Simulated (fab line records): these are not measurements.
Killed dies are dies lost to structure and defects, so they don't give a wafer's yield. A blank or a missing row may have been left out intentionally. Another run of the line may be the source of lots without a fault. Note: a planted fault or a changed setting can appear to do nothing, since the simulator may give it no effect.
Which of the tools did it? / flow n5 finfet / 13 lots with 39 wafers sampled at 4 steps, on a route of 1938 steps

== WHAT EACH GAUGE READ, for each wafer ==
N5_ZERO_LAYER_INSPECT_20: inspects for defects (darkfield). Usual: raw defect count reads 38 (standard deviation 20).
lot=L626; measured=day 1 13:23; on=defect inspect-02; raw defect count=27 31 26; flag=
lot=L627; measured=day 1 19:23; on=defect inspect-01; raw defect count=52 26 52; flag=
lot=L629; measured=day 2 07:16; on=defect inspect-01; raw defect count=44 108 63; flag=
lot=L630; measured=day 2 13:23; on=defect inspect-02; raw defect count=40 33 19; flag=
lot=L631; measured=day 2 19:24; on=defect inspect-01; raw defect count=97 61 61; flag=
lot=L632; measured=day 3 01:41; on=defect inspect-02; raw defect count=38 46 19; flag=
lot=L634; measured=day 3 13:23; on=defect inspect-01; raw defect count=63 20 28; flag=
lot=L635; measured=day 3 19:57; on=defect inspect-02; raw defect count=27 10 36; flag=
lot=L637; measured=day 4 07:17; on=defect inspect-01; raw defect count=25 45 52; flag=
lot=L645; measured=day 6 07:19; on=defect inspect-01; raw defect count=51 58 22; flag=
lot=L647; measured=day 6 19:25; on=defect inspect-01; raw defect count=18 15 13; flag=
lot=L648; measured=day 7 01:29; on=defect inspect-02; raw defect count=24 10 22; flag=
lot=L649; measured=day 7 07:31; on=defect inspect-01; raw defect count=36 48 45; flag=

N5_WELL_APT_OVL_MEAS_09. Usual: for NWELL_OVL the level is 0 nm and the standard deviation is 5.6.
lot=L626; measured=day 1 13:43; on=overlay-02; NWELL_OVL (nm)=1 2 -5; flag=
lot=L627; measured=day 1 19:43; on=overlay-01; NWELL_OVL (nm)=1 5 -5; flag=
lot=L629; measured=day 2 07:35; on=overlay-01; NWELL_OVL (nm)=2 -5 -3; flag=
lot=L630; measured=day 2 13:50; on=overlay-01; NWELL_OVL (nm)=-1 1 -8; flag=
lot=L631; measured=day 2 19:44; on=overlay-02; NWELL_OVL (nm)=-1 -5 -5; flag=
lot=L632; measured=day 3 02:01; on=overlay-01; NWELL_OVL (nm)=3 3 -4; flag=
lot=L634; measured=day 3 13:52; on=overlay-01; NWELL_OVL (nm)=-1 -9 1; flag=
lot=L635; measured=day 3 20:17; on=overlay-01; NWELL_OVL (nm)=-6 -7 -6; flag=
lot=L637; measured=day 4 07:37; on=overlay-01; NWELL_OVL (nm)=11 6 3; flag=
lot=L645; measured=day 6 07:39; on=overlay-02; NWELL_OVL (nm)=-6 -3 -2; flag=
lot=L647; measured=day 6 19:53; on=overlay-02; NWELL_OVL (nm)=8 12 15; flag=
lot=L648; measured=day 7 01:49; on=overlay-02; NWELL_OVL (nm)=-4 2 -2; flag=
lot=L649; measured=day 7 07:51; on=overlay-02; NWELL_OVL (nm)=-2 0 1; flag=

N5_WELL_APT_OVL_MEAS_26. Usual: for PWELL_OVL the level is -2 nm and the standard deviation is 5.
lot=L626; measured=day 1 14:58; on=overlay-02; PWELL_OVL (nm)=5 8 13; flag=
lot=L627; measured=day 1 21:16; on=overlay-01; PWELL_OVL (nm)=-3 -7 -4; flag=
lot=L629; measured=day 2 11:33; on=overlay-02; PWELL_OVL (nm)=-5 -3 -6; flag=
lot=L630; measured=day 2 14:58; on=overlay-01; PWELL_OVL (nm)=5 -4 -1; flag=
lot=L631; measured=day 2 20:59; on=overlay-02; PWELL_OVL (nm)=4 10 0; flag=
lot=L632; measured=day 3 04:05; on=overlay-02; PWELL_OVL (nm)=-5 -3 -3; flag=
lot=L634; measured=day 3 15:17; on=overlay-01; PWELL_OVL (nm)=9 8 3; flag=
lot=L635; measured=day 3 21:26; on=overlay-01; PWELL_OVL (nm)=-7 -1 -6; flag=
lot=L637; measured=day 4 08:44; on=overlay-02; PWELL_OVL (nm)=1 2 -5; flag=
lot=L645; measured=day 6 08:54; on=overlay-01; PWELL_OVL (nm)=7 -1 3; flag=
lot=L647; measured=day 6 21:01; on=overlay-01; PWELL_OVL (nm)=-9 -3 -5; flag=
lot=L648; measured=day 7 02:58; on=overlay-01; PWELL_OVL (nm)=-5 -1 -1; flag=
lot=L649; measured=day 7 08:58; on=overlay-01; PWELL_OVL (nm)=0 -7 -5; flag=

== EACH LOT AND THE TOOL THAT RAN IT (in order: tool; ch and the chambers of the sampled wafers; start) ==
lot=L626; N5_WELL_APT_IMPLANT_15=implanter-01 ch 0, day 1 14:05
lot=L627; N5_WELL_APT_IMPLANT_15=implanter-02 ch 0, day 1 20:22
lot=L629; N5_WELL_APT_IMPLANT_15=implanter-02 ch 0, day 2 10:39
lot=L630; N5_WELL_APT_IMPLANT_15=implanter-02 ch 0, day 2 14:12
lot=L631; N5_WELL_APT_IMPLANT_15=implanter-02 ch 0, day 2 20:04
lot=L632; N5_WELL_APT_IMPLANT_15=implanter-02 ch 0, day 3 03:17
lot=L634; N5_WELL_APT_IMPLANT_15=implanter-02 ch 0, day 3 14:23
lot=L635; N5_WELL_APT_IMPLANT_15=implanter-01 ch 0, day 3 20:40
lot=L637; N5_WELL_APT_IMPLANT_15=implanter-01 ch 0, day 4 08:01
lot=L645; N5_WELL_APT_IMPLANT_15=implanter-01 ch 0, day 6 07:59
lot=L647; N5_WELL_APT_IMPLANT_15=implanter-01 ch 0, day 6 20:16
lot=L648; N5_WELL_APT_IMPLANT_15=implanter-01 ch 0, day 7 02:11
lot=L649; N5_WELL_APT_IMPLANT_15=implanter-01 ch 0, day 7 08:14
- N5_WELL_APT_IMPLANT_15

== WHAT THE TOOLS THEMSELVES READ (means of the sampled wafers that have a number; where no wafer has one, the mark that the record gives instead) ==
N5_WELL_APT_IMPLANT_15. Usual: beam on s 10.00 s, standard deviation 0.2; dose ions cm2 1.5001e+13, standard deviation 1.7e+10; end station pressure torr 5.21e-06 Torr, standard deviation 2.7e-07; faraday current uA 190, standard deviation 3.7; tilt deg 0.004 degrees, standard deviation 0.023.
lot=L626; tool=implanter-01; beam on s (s)=10.02; dose ions cm2=1.5006e+13; end station pressure torr (Torr)=5.38e-06; faraday current uA=190; tilt deg (degrees)=0.013; flag=
lot=L627; tool=implanter-02; beam on s (s)=10.14; dose ions cm2=1.5000e+13; end station pressure torr (Torr)=5.11e-06; faraday current uA=188; tilt deg (degrees)=0.053; flag=
lot=L629; tool=implanter-02; beam on s (s)=10.06; dose ions cm2=1.4995e+13; end station pressure torr (Torr)=5.00e-06; faraday current uA=190; tilt deg (degrees)=-0.040; flag=
lot=L630; tool=implanter-02; beam on s (s)=9.80; dose ions cm2=1.5005e+13; end station pressure torr (Torr)=5.61e-06; faraday current uA=194; tilt deg (degrees)=-0.023; flag=
lot=L631; tool=implanter-02; beam on s (s)=9.99; dose ions cm2=1.3300e+13; end station pressure torr (Torr)=5.10e-06; faraday current uA=169; tilt deg (degrees)=-0.010; flag=OFF
lot=L632; tool=implanter-02; beam on s (s)=9.98; dose ions cm2=1.3287e+13; end station pressure torr (Torr)=5.21e-06; faraday current uA=168; tilt deg (degrees)=0.014; flag=OFF
lot=L634; tool=implanter-02; beam on s (s)=9.97; dose ions cm2=1.3290e+13; end station pressure torr (Torr)=5.31e-06; faraday current uA=169; tilt deg (degrees)=0.022; flag=OFF
lot=L635; tool=implanter-01; beam on s (s)=10.00; dose ions cm2=1.4991e+13; end station pressure torr (Torr)=5.22e-06; faraday current uA=190; tilt deg (degrees)=-0.014; flag=
lot=L637; tool=implanter-01; beam on s (s)=10.13; dose ions cm2=1.4998e+13; end station pressure torr (Torr)=4.99e-06; faraday current uA=188; tilt deg (degrees)=0.031; flag=
lot=L645; tool=implanter-01; beam on s (s)=10.10; dose ions cm2=1.5000e+13; end station pressure torr (Torr)=4.96e-06; faraday current uA=188; tilt deg (degrees)=-0.002; flag=
lot=L647; tool=implanter-01; beam on s (s)=9.91; dose ions cm2=1.5022e+13; end station pressure torr (Torr)=5.06e-06; faraday current uA=192; tilt deg (degrees)=0.000; flag=
lot=L648; tool=implanter-01; beam on s (s)=10.24; dose ions cm2=1.4986e+13; end station pressure torr (Torr)=5.14e-06; faraday current uA=186; tilt deg (degrees)=0.026; flag=
lot=L649; tool=implanter-01; beam on s (s)=10.07; dose ions cm2=1.4994e+13; end station pressure torr (Torr)=5.06e-06; faraday current uA=189; tilt deg (degrees)=-0.011; flag=

== THE ANSWER, worked out from the rows above alone ==
Rule: take the mean of a lot's wafers that have a number; if it is more than 3 standard deviations from the usual mean, the lot is off. A lot without any number at a reading at which 4 lots or more have one is off too. Where the step has rows for the other lots, those lots are counted as sound. First the gauges in route order, then the tools' own readings, where a lot's mean is used as printed above. At the first step where some lot is off, the reading lying furthest off is the one used; lots without a number count as furthest.
Off: L631, L632, L634, at N5_WELL_APT_IMPLANT_15 (dose ions cm2).
A tool fits if, at that step or a process step before it, it ran every lot that is off, and no sound lot after the first of them. One fits: implanter-02 at N5_WELL_APT_IMPLANT_15. A fault onset in the window from L630 (day 2 14:12, its last sound lot) to L631 (day 2 20:04, its first lot off) fits.
The tool's own readings at N5_WELL_APT_IMPLANT_15 bear it out: on the lots that are off they differ by more than 5 times the standard deviation of the sound lots' means. dose ions cm2 reads 1.3292e+13 there against 1.5000e+13 on the sound lots; faraday current uA reads 169 there against 190 on the sound lots.

== WHAT HAD BEEN PUT IN BY THE SIMULATOR ==
Process parameters drifting: implanter-02 at N5_WELL_APT_IMPLANT_15, beginning at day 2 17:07. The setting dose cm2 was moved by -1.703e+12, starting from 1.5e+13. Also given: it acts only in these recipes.
Struck lots among those shown: L631, L632, L634. The same result came from the rule above.
